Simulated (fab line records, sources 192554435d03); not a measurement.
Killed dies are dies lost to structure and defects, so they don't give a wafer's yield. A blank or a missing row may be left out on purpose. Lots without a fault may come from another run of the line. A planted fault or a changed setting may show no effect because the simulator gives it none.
Split-lot experiment | flow n5_finfet | 7 lots, 39 wafers read, on a route of 1938 steps

THE SPLIT
At N5_BEOL_M0_SAQP_PECVD_00 (deposits SiCN from 3MS/NH3, target thk 8 nm, time 14 s), the setting time_s was moved away from the recipe's 14 s on 9 of the 39 wafers read, by +45.6% to +58.1%. The other wafers ran this setting at the recipe's value.

The reading is taken at the split's own step.

THE READING
SiCN_of_BEOL_M0_SAQP_PECVD_00.thk_nm (the simulator's own value, which no gauge read), in nm, at N5_BEOL_M0_SAQP_PECVD_00 (deposits SiCN from 3MS/NH3, target thk 8 nm, time 14 s). The file gives no usual value for it. The 30 wafers here that ran the recipe average 8.1 nm, standard deviation 0.15 nm.

wafer  | tool, chamber at the split | time_s as run, s | against the recipe | SiCN_of_BEOL_M0_SAQP_PECVD_00.thk_nm, nm | against lot-mates on the recipe
L075.1 | pecvd-03, 1,2              | 14               | recipe             | 8                                        | -
L075.2 | pecvd-03, 1,2              | 14               | recipe             | 8                                        | -
L075.3 | pecvd-03, 0,2,1            | 14               | recipe             | 8.2                                      | -
L075.5 | pecvd-03, 0,2,1            | 14               | recipe             | 8.2                                      | -
L075.6 | pecvd-03, 0,2,1            | 14               | recipe             | 8.2                                      | -
L075.4 | pecvd-03, 0                | 14               | recipe             | 8.4                                      | -
L079.1 | pecvd-04, 0,1,2            | 21.41            | +52.9%             | 12.4                                     | +4.3
L079.4 | pecvd-04, 0,1,2            | 21.41            | +52.9%             | 12.4                                     | +4.3
L079.6 | pecvd-04, 0,1,2            | 21.41            | +52.9%             | 12.4                                     | +4.3
L079.2 | pecvd-04, 2,1              | 14               | recipe             | 8                                        | -
L079.3 | pecvd-04, 2,1              | 14               | recipe             | 8                                        | -
L079.5 | pecvd-04, 0                | 14               | recipe             | 8.2                                      | -
L083.1 | pecvd-02, 2,0,1            | 14               | recipe             | 8                                        | -
L083.3 | pecvd-02, 2,0,1            | 14               | recipe             | 8                                        | -
L083.6 | pecvd-02, 2,0,1            | 14               | recipe             | 8                                        | -
L083.2 | pecvd-02, 1                | 14               | recipe             | 7.8                                      | -
L083.4 | pecvd-02, 2,0              | 14               | recipe             | 8.2                                      | -
L083.5 | pecvd-02, 2,0              | 14               | recipe             | 8.2                                      | -
L087.1 | pecvd-03, 2                | 14               | recipe             | 8                                        | -
L087.6 | pecvd-03, 2                | 14               | recipe             | 8                                        | -
L087.2 | pecvd-03, 1                | 14               | recipe             | 7.8                                      | -
L089.1 | pecvd-04, 0                | 22.14            | +58.1%             | 12.6                                     | +4.7
L089.2 | pecvd-04, 1                | 22.14            | +58.1%             | 12.4                                     | +4.5
L089.3 | pecvd-04, 2                | 14               | recipe             | 7.8                                      | -
L089.4 | pecvd-04, 1,0              | 14               | recipe             | 8                                        | -
L089.5 | pecvd-04, 1,0              | 14               | recipe             | 8                                        | -
L089.6 | pecvd-04, 2                | 22.14            | +58.1%             | 12.8                                     | +4.9
L096.1 | pecvd-04, 0,1,1            | 14               | recipe             | 8                                        | -
L096.3 | pecvd-04, 0,1,1            | 14               | recipe             | 8                                        | -
L096.6 | pecvd-04, 0,1,1            | 14               | recipe             | 8                                        | -
L096.2 | pecvd-04, 1                | 14               | recipe             | 7.8                                      | -
L096.4 | pecvd-04, 0                | 14               | recipe             | 8.2                                      | -
L096.5 | pecvd-04, 0                | 14               | recipe             | 8.2                                      | -
L097.1 | pecvd-04, 1                | 14               | recipe             | 8                                        | -
L097.2 | pecvd-04, 2,0              | 20.39            | +45.6%             | 11.6                                     | +3.5
L097.3 | pecvd-04, 2,0              | 20.39            | +45.6%             | 11.6                                     | +3.5
L097.4 | pecvd-04, 2,0              | 14               | recipe             | 8.2                                      | -
L097.6 | pecvd-04, 2,0              | 14               | recipe             | 8.2                                      | -
L097.5 | pecvd-04, 1                | 20.39            | +45.6%             | 11.8                                     | +3.7
Where a row lists several chambers, the file gives one row for several wafers and doesn't say which wafer went through which chamber.

THE FIT
A straight line over all 39 wafers: SiCN_of_BEOL_M0_SAQP_PECVD_00.thk_nm changes by +0.0798 nm for each +1% of time_s; r = +1.00; the points scatter about the line by 0.15 nm.
The same after taking each lot's own level away (the mean of its wafers on the recipe; 39 wafers): +0.0801 nm for each +1%; r = +1.00; scatter 0.13 nm.
On that fit, the largest move of time_s shifts the reading by 4.7 nm.
The lots' own levels span 7.93 to 8.17 nm, that is 1.6 times the standard deviation above.
So the lot-to-lot level changes the slope little: the two slopes agree.
Check: with one of the wafers moved furthest among these (+58.1%) left out of the fit, the line predicts +4.66 nm for it against its lot-mates. It came out at +4.67 nm against them.

OTHER SPLITS ON THESE WAFERS
These wafers also went through other splits before the reading. Each is held against what the fit with the lots' levels taken away leaves over:
other split on the same wafers                 | wafers away from the commonest value | r with SiCN_of_BEOL_M0_SAQP_PECVD_00.thk_nm (lot level and that fit taken away)
N5_PMOS_HMC_CHANNEL_EPI_ETCH_38 target_depth_a | 12                                   | +0.31

THE FILE'S OWN FIT
SiCN_of_BEOL_M0_SAQP_PECVD_00.thk_nm changes by +0.0801 nm for each +1% of time_s, r = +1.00.
